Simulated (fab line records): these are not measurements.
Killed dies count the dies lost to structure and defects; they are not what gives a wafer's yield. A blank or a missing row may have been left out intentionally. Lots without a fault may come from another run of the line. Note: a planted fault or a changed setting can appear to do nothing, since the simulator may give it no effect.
Chamber matching    flow n5 finfet    N5_BEOL_M3_CMP_52 on cmp-03: 4 sister chambers
The step polishes, stops on SiOC, t overpolish 6.8 s, target thk 40 nm. 8 wafers are shown with their chamber, then 9 later ones without.

## WAFERS WITH THEIR CHAMBER
wafer   chamber  motor current A (A)  time to endpoint s (s)
L083.3  1        5.6                  63
L084.2  3        6.0                  64
L084.5  0        5.7                  67
L086.3  3        6.1                  63
L086.4  0        6.0                  64
L088.3  2        5.0                  67
L088.5  2        5.3                  67
L088.6  1        5.4                  61

## WAFERS WHOSE CHAMBER IS MISSING
wafer   motor current A (A)  time to endpoint s (s)
L089.2  6.1                  64
L089.4  5.4                  61
L089.6  5.6                  61
L092.1  5.8                  73
L092.4  5.4                  67
L092.6  5.4                  63
L096.2  5.9                  72
L096.3  5.8                  69
L096.4  6.3                  71

## WHICH CHAMBER EACH ONE RAN IN
wafer   from the rows above           in truth
L089.2  can't be placed: 3 or 0       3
L089.4  1                             1
L089.6  1                             1
L092.1  can't be placed: 0 or 2 or 3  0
L092.4  can't be placed: 2 or 0       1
L092.6  1                             1
L096.2  can't be placed: 0 or 2 or 3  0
L096.3  can't be placed: 0 or 2 or 3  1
L096.4  can't be placed: 0 or 3       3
Correctly placed: 3 of 9. Cannot be placed on the basis of these rows: 6; the candidates contain the true chamber in 4. Wrongly placed: 0.
How it was worked out, from the rows above alone: a wafer's distance from a chamber is the root of the sum, over the readings, of the square of ((its reading less the chamber's mean) divided by the reading's scatter). The wafer belongs to the nearest chamber; if the next one is less than 2 further off, it can't be placed. A chamber's mean is the mean of its shown wafers. How the scatter is found: for the shown wafers, subtract from each reading the mean of its chamber, square and add these, divide the total by (wafers less chambers), then take the root.
